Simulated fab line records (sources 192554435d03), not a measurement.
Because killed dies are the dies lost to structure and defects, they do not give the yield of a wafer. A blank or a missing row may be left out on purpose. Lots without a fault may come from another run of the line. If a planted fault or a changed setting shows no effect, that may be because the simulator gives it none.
Split-lot experiment | flow n5Finfet | 39 wafers read across 7 lots, on a route 1938 steps long

== ON THE SPLIT ==
At N5_GATE_CUT_HM_DEP_46 (deposits SiO2 from TEOS/O2, target thk 130 nm, time 26.6 s), the setting targetThkA was moved away from the recipe's 1300 angstrom on 18 of the 39 wafers read, by -12.5% to +12.3%. For the rest of the wafers, this setting stayed at what the recipe calls for.

== FROM THE SPLIT TO THE READING: what the file shows between them, 9 steps ==
- N5_GATE_CUT_COAT_34: time 60 s, resist thk 60 nm
- N5_GATE_CUT_COAT_35: time 60 s, resist thk 10 nm
- N5_GATE_CUT_STRIP_38: strips in N2/H2
- N5_GATE_CUT_STRIP_39: strips in N2/H2
- N5_GATE_CUT_HM_OPEN_40: chemistry C4F6/O2, target SiO2, target depth 139 nm, time 85.1 s
- N5_GATE_CUT_STRIP_41: strips in CF4
- N5_GATE_CUT_STRIP_42: strips in O2
- N5_GATE_CUT_ALD_22: deposits SiNx, target thk 16 nm, pulse time 1 s, ald cycles 320
- N5_GATE_CUT_CMP_23: polishes, stops on SiO2, t overpolish 23.4 s, target thk 16 nm

== THE READING ==
GC_FILL_THK in nanometres, read at N5_GATE_CUT_THK_MEAS_24. Fault-free wafers of this fab line usually give 220.1 nm, standard deviation 2.2 nm.

wafer  | tool, chamber at the split | targetThkA as run, angstrom | against the recipe | GC_FILL_THK, nm | against lot-mates on the recipe
L074.1 | pecvd-01, 1                | 1217                        | -6.4%              | 212.5           | -6.5
L074.2 | pecvd-01, 0                | 1300                        | recipe             | 218.4           | -
L074.3 | pecvd-01, 2                | 1300                        | recipe             | 218.8           | -
L074.4 | pecvd-01, 2                | 1300                        | recipe             | 219.9           | -
L074.5 | pecvd-01, 1                | 1217                        | -6.4%              | 213.5           | -5.5
L074.6 | pecvd-01, 0                | 1217                        | -6.4%              | 212.8           | -6.2
L075.2 | pecvd-02, 0                | 1300                        | recipe             | 220.6           | -
L075.3 | pecvd-02, 2                | 1300                        | recipe             | 220.4           | -
L075.4 | pecvd-02, 0                | 1300                        | recipe             | 222.0           | -
L077.1 | pecvd-03, 1                | 1300                        | recipe             | 219.2           | -
L077.2 | pecvd-03, 0                | 1300                        | recipe             | 217.3           | -
L077.3 | pecvd-03, 2                | 1165                        | -10.4%             | 203.3           | -15.1
L077.4 | pecvd-03, 1                | 1300                        | recipe             | 218.6           | -
L077.5 | pecvd-03, 0                | 1165                        | -10.4%             | 205.9           | -12.5
L077.6 | pecvd-03, 2                | 1165                        | -10.4%             | 206.0           | -12.4
L078.1 | pecvd-02, 0                | 1460                        | +12.3%             | 236.6           | +16.7
L078.2 | pecvd-02, 1                | 1300                        | recipe             | 221.4           | -
L078.3 | pecvd-02, 2                | 1460                        | +12.3%             | 232.6           | +12.7
L078.4 | pecvd-02, 0                | 1300                        | recipe             | 220.0           | -
L078.5 | pecvd-02, 2                | 1300                        | recipe             | 218.3           | -
L078.6 | pecvd-02, 1                | 1460                        | +12.3%             | 238.5           | +18.6
L083.1 | pecvd-02, 0                | 1300                        | recipe             | 219.9           | -
L083.2 | pecvd-02, 1                | 1137                        | -12.5%             | 204.0           | -17.9
L083.3 | pecvd-02, 2                | 1137                        | -12.5%             | 203.5           | -18.4
L083.4 | pecvd-02, 2                | 1300                        | recipe             | 223.5           | -
L083.5 | pecvd-02, 1                | 1137                        | -12.5%             | 208.3           | -13.6
L083.6 | pecvd-02, 0                | 1300                        | recipe             | 222.3           | -
L084.1 | pecvd-02, 0                | 1348                        | +3.7%              | 222.9           | +3.8
L084.2 | pecvd-02, 2                | 1348                        | +3.7%              | 221.5           | +2.4
L084.3 | pecvd-02, 1                | 1300                        | recipe             | 216.8           | -
L084.4 | pecvd-02, 1                | 1300                        | recipe             | 221.8           | -
L084.5 | pecvd-02, 0                | 1348                        | +3.7%              | 225.5           | +6.4
L084.6 | pecvd-02, 2                | 1300                        | recipe             | 218.8           | -
L090.1 | pecvd-02, 2                | 1155                        | -11.2%             | 201.3           | -18.4
L090.2 | pecvd-02, 1                | 1300                        | recipe             | 219.8           | -
L090.3 | pecvd-02, 0                | 1300                        | recipe             | 218.1           | -
L090.4 | pecvd-02, 0,1              | 1155                        | -11.2%             | 207.2           | -12.5
L090.5 | pecvd-02, 2                | 1300                        | recipe             | 221.1           | -
L090.6 | pecvd-02, 0,1              | 1155                        | -11.2%             | 208.4           | -11.3
When a row names more than one chamber, that row covers several wafers, and the file does not tell which wafer ran in which chamber.

THE FIT
A straight line over all 39 wafers: GC_FILL_THK changes by +1.26 nm for each +1% of targetThkA; r = +0.97; the points scatter about the line by 2.1 nm.
The same after taking each lot's own level away (the mean of its wafers on the recipe; 39 wafers): +1.27 nm for each +1%; r = +0.98; scatter 1.8 nm.
Per that fit: largest targetThkA move, reading shift of 16 nm.
Measured against the standard deviation above, the lots' own levels, which go from 218.37 to 221.90 nm, span 1.6 times it.
So the lot-to-lot level changes the slope little: the two slopes agree.
Check: with one of the wafers moved furthest among these (-12.5%) left out of the fit, the line predicts -15.6 nm for it against its lot-mates. It came out at -17.9 nm against them.

== THE WHOLE CHAIN: every reading that the file lists as answering this split, in the file's order ==
step                    | what it does                                                     | reading                                                                           | change (the file's fit)                | r (the file's)
N5_GATE_CUT_HM_DEP_46   | deposits SiO2 from TEOS/O2, target thk 130 nm, time 26.6 s       | SiO2_of_GATE_CUT_HM_DEP_46.thkNm (the simulator's own value, which no gauge read) | +1.27 nm for each +1% of the setting   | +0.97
N5_GATE_CUT_HM_OPEN_40  | chemistry C4F6/O2, target SiO2, target depth 139 nm, time 85.1 s | etchRfOnTimeS                                                                     | withheld for each +1% of the setting   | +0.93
N5_GATE_CUT_HM_OPEN_40  | chemistry C4F6/O2, target SiO2, target depth 139 nm, time 85.1 s | etch.depthNm (the simulator's own value, which no gauge read)                     | +1.27 nm for each +1% of the setting   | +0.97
N5_GATE_CUT_HM_OPEN_40  | chemistry C4F6/O2, target SiO2, target depth 139 nm, time 85.1 s | SOC_of_GATE_CUT_COAT_34.thkNm (the simulator's own value, which no gauge read)    | -0.264 nm for each +1% of the setting  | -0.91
N5_GATE_CUT_THK_MEAS_24 |                                                                  | GC_FILL_THK                                                                       | +1.27 for each +1% of the setting      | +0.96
N5_GATE_CUT_CMP_43      | polishes SiO2                                                    | SiO2_of_GATE_CUT_HM_DEP_46.thkNm (the simulator's own value, which no gauge read) | +0.0609 nm for each +1% of the setting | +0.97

== THE FILE'S OWN FIT ==
GC_FILL_THK changes by +1.27 nm for each +1% of targetThkA, r = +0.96.
